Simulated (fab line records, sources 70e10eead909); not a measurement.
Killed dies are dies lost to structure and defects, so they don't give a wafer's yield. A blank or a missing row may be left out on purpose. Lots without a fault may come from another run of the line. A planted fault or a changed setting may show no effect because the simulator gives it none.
Which tool did it? | flow nand_harc | 7 lots, 21 wafers sampled, at 2 steps of a route of 1159

WHAT THE GAUGES READ, wafer by wafer
NHARC_A_ONON_D1_THK_MEAS_30: measures by ellipsometry.
lot  | measured     | on            | thk_nm (nm)
L367 | day 8 23:05  | film_metro-01 | 1017 1016 1016
L372 | day 9 14:17  | film_metro-02 | 988 986 985
L379 | day 11 20:32 | film_metro-01 | 698 697 698 697 698 698
L382 | day 12 06:23 | film_metro-01 | 1011 1009 1012
L384 | day 12 13:44 | film_metro-02 | 1006 1005 1007
L385 | day 13 00:14 | film_metro-01 | 994 993 994
L388 | day 13 16:22 | film_metro-02 | 1011 1012 1011

WHICH TOOL RAN EACH LOT (tool, then ch and the chambers of the sampled wafers, then the start)
lot  | NHARC_A_ONON_D1_DEP_28
L367 | pecvd_onon-02 ch 0, day 8 22:34
L372 | pecvd_onon-04 ch 0, day 9 13:53
L379 | pecvd_onon-02 ch 0, day 11 20:12
L382 | pecvd_onon-01 ch 0, day 12 05:56
L384 | pecvd_onon-04 ch 0, day 12 13:12
L385 | pecvd_onon-01 ch 0, day 12 23:44
L388 | pecvd_onon-04 ch 0, day 13 15:52
- NHARC_A_ONON_D1_DEP_28: target thk 1000 nm.

THE ANSWER, worked out from the rows above alone
Rule: what is usual is taken from the lots themselves. Put in order of their means at a reading, lots are off if they are a third of the lots or fewer, leave a main group of 4 or more, and stand apart from it by a gap of 3 or more times the standard deviation of the main group's means; of several such gaps the widest counts. A main group whose means are all the same, to the digits that the tables above print for the reading, isn't used. A lot without any number at a reading at which 4 lots or more have one is off too. The other lots that the step has rows for count as sound.
Off: L379, at NHARC_A_ONON_D1_THK_MEAS_30 (thk_nm). The main group: mean 1004 nm, standard deviation 11.
A tool fits if, at a process step before that reading, it ran every lot that is off, and no sound lot after the first of them. The gauges at NHARC_A_ONON_D1_THK_MEAS_30 are tried like those tools. One fits: pecvd_onon-02 at NHARC_A_ONON_D1_DEP_28. Its last sound lot is L367 (day 8 22:34), its first lot that is off L379 (day 11 20:12): a fault that began between those two fits.

WHAT THE SIMULATOR HAD PUT IN
Process parameter drift: pecvd_onon-02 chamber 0, from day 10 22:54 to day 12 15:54, at NHARC_A_ONON_D1_DEP_28. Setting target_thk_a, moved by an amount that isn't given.
Lots struck among those shown: L379. The rule above found the same.
